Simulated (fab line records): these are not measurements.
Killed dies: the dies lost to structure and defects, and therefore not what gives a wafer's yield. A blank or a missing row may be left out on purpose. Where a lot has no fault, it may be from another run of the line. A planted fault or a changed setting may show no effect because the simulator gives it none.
Split-lot trial ; flow n5 finfet ; route with 1938 steps; 7 lots, 39 wafers read

ABOUT THE SPLIT
At N5_HKMG_FIN_ETCH_35 (etches SOC in N2/H2, target depth 215.8 nm, time 243.4 s), the setting bias w was moved away from the recipe's 5 W on 12 of the 39 wafers read, by -18.0% to +14.7%. For the rest of the wafers, this setting stayed at what the recipe calls for.

Reading taken at the split's own step.

THE READING
rf vpp V, in V, at N5_HKMG_FIN_ETCH_35 (etches SOC in N2/H2, target depth 215.8 nm, time 243.4 s). Typical for fault-free wafers on this fab line: 141.6 V, with standard deviation 1.1 V.

wafer;tool, chamber at the split;bias w as run, W;against the recipe;rf vpp V, V;against lot-mates on the recipe
L076.1;rie diel-03, 1;5.735;+14.7%;153.6;+11.9
L076.2;rie diel-03, 2;5;recipe;142.1;-
L076.3;rie diel-03, 0;5.735;+14.7%;155.8;+14.1
L076.4;rie diel-03, 0;5.735;+14.7%;156.2;+14.5
L076.5;rie diel-03, 1;5;recipe;140.1;-
L076.6;rie diel-03, 2;5;recipe;143.0;-
L077.1;rie diel-03, 2;4.098;-18.0%;124.5;-17.5
L077.2;rie diel-03, 1;5;recipe;141.2;-
L077.3;rie diel-03, 0;4.098;-18.0%;124.2;-17.8
L077.4;rie diel-03, 0;5;recipe;141.3;-
L077.5;rie diel-03, 2;5;recipe;143.5;-
L077.6;rie diel-03, 1;4.098;-18.0%;124.0;-18.0
L080.1;rie diel-01, 2;5;recipe;142.0;-
L080.2;rie diel-01, 3;5;recipe;142.5;-
L080.3;rie diel-01, 0;5;recipe;140.7;-
L080.4;rie diel-01, 1;5;recipe;143.2;-
L080.5;rie diel-01, 3;5;recipe;142.1;-
L080.6;rie diel-01, 2;5;recipe;141.0;-
L082.1;rie diel-01, 2;5.427;+8.5%;150.8;+9.8
L082.2;rie diel-01, 3;5;recipe;139.9;-
L082.3;rie diel-01, 0;5.427;+8.5%;147.0;+6.0
L082.4;rie diel-01, 1;5.427;+8.5%;151.0;+10.0
L082.5;rie diel-01, 3;5;recipe;140.9;-
L082.6;rie diel-01, 2;5;recipe;142.2;-
L085.1;rie diel-04, 3;5;recipe;143.8;-
L085.2;rie diel-04, 2;5;recipe;142.4;-
L085.3;rie diel-04, 1;5;recipe;141.1;-
L085.4;rie diel-04, 2;5;recipe;141.4;-
L085.5;rie diel-04, 3;5;recipe;143.6;-
L085.6;rie diel-04, 1;5;recipe;142.3;-
L090.2;rie diel-04, 0;5;recipe;140.8;-
L090.5;rie diel-04, 2;5;recipe;142.8;-
L090.6;rie diel-04, 3;5;recipe;141.8;-
L093.1;rie diel-03, 1;4.12;-17.6%;123.9;-17.4
L093.2;rie diel-03, 2;5;recipe;142.0;-
L093.3;rie diel-03, 3;4.12;-17.6%;124.7;-16.6
L093.4;rie diel-03, 0;5;recipe;140.7;-
L093.5;rie diel-03, 1;4.12;-17.6%;125.4;-15.9
L093.6;rie diel-03, 0;5;recipe;141.1;-

THE FIT
A straight line over all 39 wafers: rf vpp V changes by +0.953 V for each +1% of bias w; r = +0.99; the points scatter about the line by 1.1 V.
The same after taking each lot's own level away (the mean of its wafers on the recipe; 39 wafers): +0.956 V for each +1%; r = +0.99; scatter 1.1 V.
Per that fit: largest bias w move, reading shift of 17 V.
Across the lots, their own levels run from 141.00 to 142.43 V, a range of 1.3 times the standard deviation given above.
Hence the lot-to-lot level has little effect on the slope; both slopes agree.
Check: for one of the wafers moved furthest among these (-18.0%), held out of the fit, the line's prediction against its lot-mates is -17.2 V. It came out at -17.5 V against them.
Tool readings at the split's step, against how far the setting was moved: rf vpp V r = +0.99.

THESE WAFERS: OTHER SPLITS
Before the reading, these wafers also passed through other splits. Each is held against what the fit with the lots' levels taken away leaves over:
other split on the same wafers;wafers away from the commonest value;r with rf vpp V (lot level and that fit taken away)
N5_DUMMY_GATE_EXPOSE_12 dose mj;15;-0.07

FILE'S OWN FIT
rf vpp V changes by +0.955 V for each +1% of bias w, r = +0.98.
